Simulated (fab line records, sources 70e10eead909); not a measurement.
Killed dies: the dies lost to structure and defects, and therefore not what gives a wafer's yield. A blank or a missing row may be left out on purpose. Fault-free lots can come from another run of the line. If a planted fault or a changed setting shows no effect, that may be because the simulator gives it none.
fab line records + flow nand-harc
[record]
- lots = 6
- wafers = 18
- last-day = 32
route steps=1302 shown A_CONTACT@1024 END@1302
lots that met no fault: taken from a fault-free run of the same line
start-h: hours from the record's opening day to when the first of the lot's shown wafers began + wait-h: how many hours have passed since the lot's step before this one + " the same as in the row above + L1.1+2: a single row standing in for several wafers + - value missing, or start not given + * or withheld: withheld + < > ~ a bound
route shown NAME@n: a module of which the file shows steps, and the number in the route of the first + usual: mean/standard deviation of fault-free wafers + same: alike in all rows + chamber/n: place in a boat + sites: each site's reading + _std_site: how widely they spread, as a standard deviation + _edge_site: the outer-site mean with the inner-site mean subtracted + radius-mm: how far each site lies from the wafer's centre + mask NAME#n: copy n + behind: the last tool/chamber to shape the wafer + hold: reason for holding the lot/hours on hold/outcome of the hold + device: the n, p or np transistor that did not switch + end of line: the route-end tests of the same wafers + step lacking rows: just its recipe + killed: at the first sort, the dies lost to defects and structure; wafer yield is something else + map: shows each die of a wafer: x if killed, . if not, _ if none is there
set.NAME: the setting the step ran with; set.NAME@STEP: the setting that earlier step ran with + model.NAME: the simulator's own value behind a step, which no gauge read
lots at some steps of the route; a table a step, a row a wafer
services: from which hour (start-h, from the record's first day; less than 0 if before it) a tool's chamber was out of use, for how many hours, and why
[[steps]]
[step NHARC_A_CONTACT_ETCH_102]
[recipe]
- target-depth-a = 1000
- overetch-a = 100
- time-s = 55
- ion-energy-ev = 100
- cf4-flow-sccm = 80
- o2-flow-sccm = 20
- ar-flow-sccm = 0
- rf-w = 300
- bias-w = 100
- chemistry = CF4/O2
[usual]
- chamber-pressure-mTorr = 29.999/0.027
- drypump-motor-current-A = 5.7/0.53
- oes-product-au = 1.002/0.0091
- rf-vpp-V = 198.1/1.3
- showerhead-plenum-p-Torr = 1.35/0.052
- throttle-valve-pct = 13.397/0.009
[same]
- time-s = 55
| lot.wafer | tool        | chamber | start-h | wait-h | chamber-pressure-mTorr | drypump-motor-current-A | oes-product-au | rf-hours-counter-h | rf-vpp-V | showerhead-plenum-p-Torr | throttle-valve-pct |
|-----------|-------------|---------|---------|--------|------------------------|-------------------------|----------------|--------------------|----------|--------------------------|--------------------|
| L176.2    | rie-diel-06 | 0       | 511.18  | 0.1    | 30.056                 | 6.4                     | 1.004          | 3                  | 198.9    | 1.40                     | 13.390             |
| L176.6    | "           | 2       | "       | "      | 30.017                 | 6.3                     | 1.013          | -                  | 197.6    | 1.37                     | 13.397             |
| L176.5    | "           | 3       | "       | "      | 30.048                 | 5.4                     | 1.018          | -                  | 197.9    | 1.34                     | 13.392             |
| L178.1    | rie-diel-06 | 0       | 514.23  | 0.0    | 29.972                 | 6.4                     | 1.003          | 4                  | 199.9    | 1.39                     | 13.392             |
| L178.4    | "           | 1       | "       | "      | 30.018                 | 5.0                     | 0.992          | 4                  | 197.8    | 1.31                     | 13.401             |
| L178.3    | "           | 3       | "       | "      | 30.042                 | 5.4                     | 1.001          | 3                  | 198.2    | 1.34                     | 13.396             |
| L187.2    | rie-diel-07 | 3       | 624.11  | 0.1    | 29.988                 | 6.1                     | 0.996          | 50                 | 199.6    | 1.36                     | 13.385             |
| L187.3    | "           | 2       | "       | "      | 29.983                 | 5.7                     | 1.000          | 46                 | 196.7    | 1.23                     | 13.385             |
| L187.5    | "           | 3       | "       | "      | 29.978                 | 6.1                     | 1.001          | -                  | 199.1    | 1.36                     | 13.399             |
| L190.1    | rie-diel-06 | 2       | 643.25  | 0.1    | 29.950                 | 6.3                     | 1.011          | 22                 | 197.7    | 1.37                     | 13.399             |
| L190.2    | "           | 0       | "       | "      | 29.967                 | 6.4                     | 0.999          | 23                 | 200.6    | 1.39                     | 13.390             |
| L190.6    | "           | 1       | "       | "      | 29.993                 | 5.1                     | 0.978          | -                  | 197.6    | 1.30                     | 13.409             |
| L193.1    | rie-diel-05 | 3       | 663.42  | 0.1    | 30.017                 | 5.3                     | 1.014          | 23                 | 197.0    | 1.34                     | 13.397             |
| L193.3    | "           | 0       | "       | "      | 30.003                 | 4.7                     | 1.003          | 25                 | 197.9    | 1.35                     | 13.395             |
| L193.6    | "           | 0       | "       | "      | 29.996                 | 4.7                     | 1.010          | -                  | 198.5    | 1.35                     | 13.397             |
| L199.1    | rie-diel-06 | 1       | 705.90  | 0.1    | 30.004                 | 5.0                     | 0.981          | 5                  | 197.8    | 1.30                     | 13.400             |
| L199.2    | "           | 3       | "       | "      | 29.987                 | 5.3                     | 0.987          | 4                  | 197.4    | 1.33                     | 13.390             |
| L199.5    | "           | 0       | "       | "      | 29.983                 | 6.4                     | 0.997          | -                  | 197.2    | 1.39                     | 13.385             |
[step NHARC_A_CONTACT_STRIP_55]
[recipe]
- o2-flow-sccm = 500
- ar-flow-sccm = 0
- bias-w = 0
- chemistry = O2
[usual]
- chamber-pressure-mTorr = 60.00/0.051
- drypump-motor-current-A = 5.7/0.54
- oes-product-au = 1.003/0.0094
- rf-vpp-V = 57.9/0.86
- showerhead-plenum-p-Torr = 3.56/0.13
- throttle-valve-pct = 17.036/0.0091
| lot.wafer | tool        | chamber | start-h | wait-h | chamber-pressure-mTorr | drypump-motor-current-A | oes-product-au | rf-hours-counter-h | rf-vpp-V | showerhead-plenum-p-Torr | throttle-valve-pct |
|-----------|-------------|---------|---------|--------|------------------------|-------------------------|----------------|--------------------|----------|--------------------------|--------------------|
| L176.2    | rie-diel-06 | 3       | -       | -      | 59.96                  | 5.3                     | 1.005          | 3                  | 57.2     | 3.54                     | 17.051             |
| L176.5    | "           | 3       | "       | "      | 60.05                  | 5.4                     | 1.009          | -                  | 57.4     | 3.54                     | 17.023             |
| L176.6    | "           | 0       | "       | "      | 59.90                  | 6.4                     | 1.000          | -                  | 59.0     | 3.68                     | 17.038             |
| L178.1    | rie-diel-06 | 3       | -       | -      | 60.03                  | 5.3                     | 1.004          | 3                  | 58.8     | 3.54                     | 17.038             |
| L178.4    | "           | 0       | "       | "      | 60.01                  | 6.4                     | 0.993          | 4                  | 58.3     | 3.68                     | 17.033             |
| L178.3    | "           | 1       | "       | "      | 59.98                  | 5.1                     | 0.987          | 4                  | 56.8     | 3.45                     | 17.030             |
| L187.2    | rie-diel-07 | 2       | -       | -      | 60.07                  | 5.7                     | 0.998          | 47                 | 56.5     | 3.27                     | 17.038             |
| L187.3    | "           | 3       | "       | "      | 59.96                  | 6.1                     | 1.000          | 50                 | 59.0     | 3.60                     | 17.042             |
| L187.5    | "           | 2       | "       | "      | 59.91                  | 5.7                     | 0.995          | -                  | 58.0     | 3.27                     | 17.036             |
| L190.1    | rie-diel-06 | 2       | -       | -      | 60.03                  | 6.3                     | 1.010          | 22                 | 57.3     | 3.61                     | 17.045             |
| L190.2    | "           | 0       | "       | "      | 59.95                  | 6.4                     | 1.003          | 23                 | 58.8     | 3.67                     | 17.042             |
| L190.6    | "           | 2       | "       | "      | 60.06                  | 6.2                     | 1.004          | -                  | 57.8     | 3.61                     | 17.033             |
| L193.3    | rie-diel-05 | 0       | -       | -      | 60.06                  | 4.7                     | 0.994          | 25                 | 57.8     | 3.56                     | 17.029             |
| L193.1    | "           | 2       | "       | "      | 60.01                  | 6.2                     | 1.004          | 21                 | 58.6     | 3.73                     | 17.049             |
| L193.6    | "           | 0       | "       | "      | 59.94                  | 4.7                     | 1.007          | -                  | 57.9     | 3.56                     | 17.047             |
| L199.1    | rie-diel-06 | 1       | -       | -      | 59.94                  | 5.0                     | 0.990          | 5                  | 57.4     | 3.44                     | 17.059             |
| L199.2    | "           | 2       | "       | "      | 59.98                  | 6.3                     | 1.006          | 5                  | 58.9     | 3.60                     | 17.030             |
| L199.5    | "           | 3       | "       | "      | 60.03                  | 5.3                     | 1.003          | -                  | 59.2     | 3.52                     | 17.035             |
[step NHARC_A_CONTACT_STRIP_56]
[recipe]
- time-s = 600
- temp-c = 30
- chemistry = post-etch-residue-remover
[step NHARC_A_CONTACT_DEP_57]
[recipe]
- target-thk-a = 53000
- temp-c = 400
- material = aC
[usual]
- throttle-valve-pct = 35.000/0.0084
| lot.wafer | tool       | chamber | start-h | wait-h | throttle-valve-pct |
|-----------|------------|---------|---------|--------|--------------------|
| L176.2    | acl-dep-01 | 0       | 512.38  | -      | 35.000             |
| L176.5    | "          | 0       | 514.02  | -      | 34.998             |
| L176.6    | "          | 0       | "       | "      | 35.004             |
| L178.1    | acl-dep-02 | 0       | 515.64  | -      | 35.004             |
| L178.3    | "          | 0       | 516.74  | -      | 34.995             |
| L178.4    | "          | 0       | "       | "      | 34.997             |
| L187.2    | acl-dep-01 | 0       | 626.00  | -      | 34.984             |
| L187.3    | "          | 0       | "       | "      | 35.017             |
| L187.5    | "          | 0       | 627.64  | -      | 34.996             |
| L190.1    | acl-dep-02 | 0       | 643.90  | -      | 34.996             |
| L190.2    | "          | 0       | "       | "      | 34.998             |
| L190.6    | "          | 0       | 646.59  | -      | 34.996             |
| L193.1    | acl-dep-01 | 0       | 667.06  | -      | 34.987             |
| L193.3    | "          | 0       | 668.15  | -      | 34.997             |
| L193.6    | "          | 0       | 669.77  | -      | 34.993             |
| L199.1    | acl-dep-02 | 0       | 709.01  | -      | 34.988             |
| L199.2    | "          | 0       | "       | "      | 34.997             |
| L199.5    | "          | 0       | 711.12  | -      | 35.006             |
[step NHARC_A_CONTACT_DEP_58]
[recipe]
- target-thk-a = 900
- target-thk-nm = 90
- temp-c = 400
- pressure-torr = 3.5
- flow-sccm = 200
- rf-w = 350
- material = SiON
[usual]
- heater-power-w = 755/85
| lot.wafer | tool     | chamber | start-h | wait-h | heater-power-w |
|-----------|----------|---------|---------|--------|----------------|
| L176.2    | pecvd-04 | 2       | 515.13  | 2.2    | 759            |
| L176.6    | "        | 2       | "       | "      | 754            |
| L176.5    | "        | 1       | "       | "      | 807            |
| L178.3    | pecvd-01 | 1       | 518.98  | 1.7    | 719            |
| L178.1    | "        | 2       | "       | "      | 870            |
| L178.4    | "        | 0       | "       | "      | 712            |
| L187.2    | pecvd-04 | 1       | 628.76  | 2.2    | 806            |
| L187.3    | "        | 0       | "       | "      | 744            |
| L187.5    | "        | 2       | "       | "      | 761            |
| L190.2    | pecvd-03 | 2       | 647.18  | 2.2    | 653            |
| L190.1    | "        | 0       | "       | "      | 816            |
| L190.6    | "        | 2       | "       | "      | 634            |
| L193.1    | pecvd-04 | 1       | 670.37  | 2.8    | 659            |
| L193.3    | "        | 2       | "       | "      | 799            |
| L193.6    | "        | 2       | "       | "      | 806            |
| L199.1    | pecvd-03 | 1       | 712.35  | 2.8    | 752            |
| L199.2    | "        | 0       | "       | "      | 836            |
| L199.5    | "        | 0       | "       | "      | 853            |
[step NHARC_A_CONTACT_DEHYDRATE_59]
[recipe]
- temp-c = 150
- time-s = 120
[step NHARC_A_CONTACT_HMDS_60]
[recipe]
- time-s = 30
[step NHARC_A_CONTACT_COAT_61]
[recipe]
- temp-c = 260
- time-s = 75
[step NHARC_A_CONTACT_COAT_62]
[recipe]
- temp-c = 225
- time-s = 65
[step NHARC_A_CONTACT_COAT_63]
[recipe]
- spin-rpm = 1500
- resist-thk-nm = 90
[step NHARC_A_CONTACT_SOFTBAKE_64]
[recipe]
- temp-c = 105
- time-s = 55
[step NHARC_A_CONTACT_EBR_65]
[step NHARC_A_CONTACT_EXPOSE_66]
[recipe]
- na = 1.35
- sigma-outer = 0.8
- dose-mj = 59.02
- mask-id = A_CC_2
[usual]
- exposure-dose-mJ-cm2 = 58.95/0.056
[same]
- sigma-outer = 0.8
| lot.wafer | tool            | chamber | start-h | wait-h | mask     | exposure-dose-mJ-cm2 |
|-----------|-----------------|---------|---------|--------|----------|----------------------|
| L176.2    | arfi-scanner-03 | 0       | 515.59  | -      | A_CC_2#0 | 58.96                |
| L176.5    | "               | 0       | "       | "      | A_CC_2#0 | 58.85                |
| L176.6    | "               | 0       | "       | "      | A_CC_2#0 | 59.00                |
| L178.1    | arfi-scanner-02 | 0       | 519.57  | -      | A_CC_2#0 | 58.98                |
| L178.3    | "               | 0       | "       | "      | A_CC_2#0 | 59.04                |
| L178.4    | "               | 0       | "       | "      | A_CC_2#0 | 58.99                |
| L187.2    | arfi-scanner-01 | 0       | 629.35  | -      | A_CC_2#0 | 67.32                |
| L187.3    | "               | 0       | "       | "      | A_CC_2#0 | 67.31                |
| L187.5    | "               | 0       | "       | "      | A_CC_2#0 | 67.29                |
| L190.1    | arfi-scanner-01 | 0       | 647.74  | -      | A_CC_2#0 | 65.55                |
| L190.2    | "               | 0       | "       | "      | A_CC_2#0 | 65.58                |
| L190.6    | "               | 0       | "       | "      | A_CC_2#0 | 65.60                |
| L193.1    | arfi-scanner-02 | 0       | 670.92  | -      | A_CC_2#0 | 59.01                |
| L193.3    | "               | 0       | "       | "      | A_CC_2#0 | 58.94                |
| L193.6    | "               | 0       | "       | "      | A_CC_2#0 | 58.96                |
| L199.1    | arfi-scanner-03 | 0       | 712.93  | -      | A_CC_2#0 | 58.90                |
| L199.2    | "               | 0       | "       | "      | A_CC_2#0 | 58.89                |
| L199.5    | "               | 0       | "       | "      | A_CC_2#0 | 58.86                |
[step NHARC_A_CONTACT_PEB_67]
[recipe]
- peb-temp-c = 100
- peb-time-s = 65
[step NHARC_A_CONTACT_DEVELOP_68]
[recipe]
- develop-time-s = 35
- dev-temp-c = 23
[step NHARC_A_CONTACT_CD_MEAS_69]
[recipe]
- target-cd-nm = 300
- landing-energy-ev = 500
[usual]
- cd-nm = 299.9/0.59
| lot.wafer | tool      | chamber | start-h | wait-h | cd-nm |
|-----------|-----------|---------|---------|--------|-------|
| L176.2    | cd-sem-02 | 0       | 515.73  | -      | 300.6 |
| L176.5    | "         | 0       | "       | "      | 300.4 |
| L176.6    | "         | 0       | "       | "      | 299.8 |
| L178.1    | cd-sem-02 | 0       | 519.71  | -      | 300.1 |
| L178.3    | "         | 0       | "       | "      | 299.9 |
| L178.4    | "         | 0       | "       | "      | 300.0 |
| L187.2    | cd-sem-02 | 0       | 629.49  | -      | 305.9 |
| L187.3    | "         | 0       | "       | "      | 306.9 |
| L187.5    | "         | 0       | "       | "      | 306.2 |
| L190.1    | cd-sem-03 | 0       | 647.87  | -      | 305.5 |
| L190.2    | "         | 0       | "       | "      | 305.1 |
| L190.6    | "         | 0       | "       | "      | 305.9 |
| L193.1    | cd-sem-03 | 0       | 671.06  | -      | 299.6 |
| L193.3    | "         | 0       | "       | "      | 299.8 |
| L193.6    | "         | 0       | "       | "      | 300.5 |
| L199.1    | cd-sem-03 | 0       | 713.07  | -      | 299.6 |
| L199.2    | "         | 0       | "       | "      | 300.0 |
| L199.5    | "         | 0       | "       | "      | 300.0 |
[step NHARC_A_CONTACT_OVL_MEAS_70]
[usual]
- overlay-x-nm = -0.1/0.75
- overlay-y-nm = 0.2/0.93
| lot.wafer | tool       | chamber | start-h | wait-h | overlay-x-nm | overlay-y-nm |
|-----------|------------|---------|---------|--------|--------------|--------------|
| L176.2    | overlay-01 | -       | 515.82  | -      | -0.4         | 0.3          |
| L176.5    | "          | -       | "       | "      | 0.0          | 0.0          |
| L176.6    | "          | -       | "       | "      | 0.0          | 0.2          |
| L178.1    | overlay-01 | -       | 519.80  | -      | 0.6          | 0.9          |
| L178.3    | "          | -       | "       | "      | 0.4          | 0.6          |
| L178.4    | "          | -       | "       | "      | 1.3          | 0.2          |
| L187.2    | overlay-01 | -       | 629.57  | -      | 0.3          | -0.7         |
| L187.3    | "          | -       | "       | "      | 0.0          | -0.7         |
| L187.5    | "          | -       | "       | "      | 0.1          | -0.8         |
| L190.1    | overlay-02 | -       | 647.96  | -      | 0.4          | -1.5         |
| L190.2    | "          | -       | "       | "      | 0.1          | -1.3         |
| L190.6    | "          | -       | "       | "      | 0.0          | -1.3         |
| L193.1    | overlay-02 | -       | 671.15  | -      | 0.3          | 0.6          |
| L193.3    | "          | -       | "       | "      | 0.0          | 1.2          |
| L193.6    | "          | -       | "       | "      | 0.0          | 1.0          |
| L199.1    | overlay-02 | -       | 713.16  | -      | -0.6         | -0.9         |
| L199.2    | "          | -       | "       | "      | -0.4         | -1.4         |
| L199.5    | "          | -       | "       | "      | -0.4         | -1.0         |
[step NHARC_END_SORT_01]
[recipe]
- temp-c = 25
[usual]
- killed-at-array = 62/20
- killed-at-other = 0.8/1.1
- killed-at-periphery = 3.5/2.4
- killed-dies = 66/21
- killed-open = 3.5/1.9
- killed-short = 2.5/1.7
[same]
- gross-dies = 677
| lot.wafer | tool      | chamber | start-h | wait-h | killed-at-array | killed-at-other | killed-at-periphery | killed-dies | killed-open | killed-short |
|-----------|-----------|---------|---------|--------|-----------------|-----------------|---------------------|-------------|-------------|--------------|
| L190.2    | prober-01 | 0       | 705.98  | 2.8    | 30              | 1               | 2                   | 33          | 2           | 5            |
| L193.1    | prober-02 | 0       | 730.46  | 2.5    | 68              | 3               | 1                   | 72          | 2           | 1            |
| L193.3    | prober-02 | 0       | 732.03  | 3.1    | 67              | 4               | 4                   | 75          | 0           | 1            |
| L193.6    | prober-02 | 0       | 734.39  | 3.9    | 66              | 1               | 4                   | 71          | 6           | 2            |
// killed by level:class
L190.2 A_CHANNEL_HOLE_D1:chamber-film-flake=8 A_CONTACT:chamber-film-flake=8 A_SLIT:chamber-film-flake=4 A_DECK1_JOINT:geometric-particle:short=2 A_WL_FILL:geometric-particle:short=2 A_STAIRCASE:chamber-film-flake=2 P_M0:geometric-particle:open=1 A_ONON_D1:geometric-particle:open=1
L193.1 A_SLIT:chamber-film-flake=31 A_CHANNEL_HOLE_D2:chamber-film-flake=19 A_CHANNEL_HOLE_D1:chamber-film-flake=7 A_CONTACT:chamber-film-flake=7 THIN_TSV:chamber-film-flake=3 P_M0:geometric-particle:open=1 A_ONON_D1:geometric-particle:open=1 A_WL_FILL:geometric-particle:short=1
L193.3 A_SLIT:chamber-film-flake=31 A_CHANNEL_HOLE_D2:chamber-film-flake=14 A_CHANNEL_HOLE_D1:chamber-film-flake=9 A_CONTACT:chamber-film-flake=5 THIN_TSV:chamber-film-flake=4 A_STAIRCASE:chamber-film-flake=3 P_STI:chamber-film-flake=2 A_M0:chamber-film-flake=2
L193.6 A_SLIT:chamber-film-flake=23 A_CHANNEL_HOLE_D2:chamber-film-flake=16 A_CHANNEL_HOLE_D1:chamber-film-flake=12 A_CONTACT:chamber-film-flake=6 P_CONTACT:geometric-particle:open=2 A_STAIRCASE:chamber-film-flake=2 P_M1:geometric-particle:open=1 A_CHANNEL_FILL_D1:geometric-particle:short=1
[[services]]
| tool            | chamber | start-h | hours | kind   |
|-----------------|---------|---------|-------|--------|
| rie-diel-07     | 0       | 497.96  | 6.9   | repair |
| arfi-scanner-02 | -       | 500.96  | 0.6   | repair |
| arfi-scanner-03 | -       | 526.38  | 2.0   | repair |
| rie-diel-05     | 1       | 535.89  | 5.3   | repair |
| pecvd-04        | -       | 540.64  | 0.4   | repair |
| pecvd-03        | -       | 547.31  | 13.0  | pm     |
| arfi-scanner-03 | -       | 548.71  | 0.9   | repair |
| acl-dep-01      | -       | 549.85  | 13.0  | pm     |
| rie-diel-05     | 0       | 553.50  | 2.5   | repair |
| rie-diel-07     | 2       | 560.00  | 1.7   | repair |
| arfi-scanner-02 | -       | 563.67  | 0.9   | repair |
| arfi-scanner-03 | -       | 564.11  | 4.0   | pm     |
| arfi-scanner-02 | -       | 576.53  | 2.1   | repair |
| arfi-scanner-02 | -       | 580.47  | 6.4   | repair |
| pecvd-03        | 1       | 583.51  | 1.9   | repair |
| rie-diel-05     | -       | 583.75  | 9.0   | pm     |
| pecvd-03        | 0       | 585.76  | 6.9   | repair |
| arfi-scanner-01 | -       | 596.00  | 4.0   | pm     |
| acl-dep-02      | -       | 607.83  | 13.0  | pm     |
| rie-diel-05     | 3       | 611.77  | 3.0   | repair |
| rie-diel-06     | 2       | 630.23  | 8.0   | repair |
| pecvd-04        | -       | 631.57  | 13.0  | pm     |
| rie-diel-06     | -       | 661.35  | 9.0   | pm     |
| pecvd-04        | -       | 705.35  | 0.7   | repair |
[[key]]
[first-sign]
- step = NHARC_A_CONTACT_EXPOSE_66
- reading = exposure-dose-mJ-cm2
- direction = up
- sigmas = 99+
- usual = 58.95
- struck = 66.44
[effect]
- step = NHARC_A_CONTACT_CD_MEAS_69
- reading = cd-nm
- direction = up
- sigmas = 10
- usual = 299.9
- struck = 305.9
- through = control-loop
met-at NHARC_A_CONTACT_EXPOSE_66
struck-wafers L187.2,L187.3,L187.5,L190.1,L190.2,L190.6
tester-left-out L187,L190
[loop-trim]
- step = NHARC_A_CONTACT_EXPOSE_66
- setting = dose
- lots = L190
[fault]
- kind = process-parameter-drift
- tool = arfi-scanner-01
- chamber = -
- onset-h = 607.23
- steps = NHARC_A_CONTACT_EXPOSE_66
- channel = dose-mj
- offset = 8.2614
- shape = step
- acts-in = these-recipes-only
- stated = 59.02
// tester-left-out: of these lots the tester's yield and bins aren't shown, on N5 and GAA mostly nor the transistor test; their killed dies are dies lost to structure and defects alone, not to doping, threshold or leakage, so they don't give the yield
// loop-trim: a control loop set the setting to another value than it would have without faults
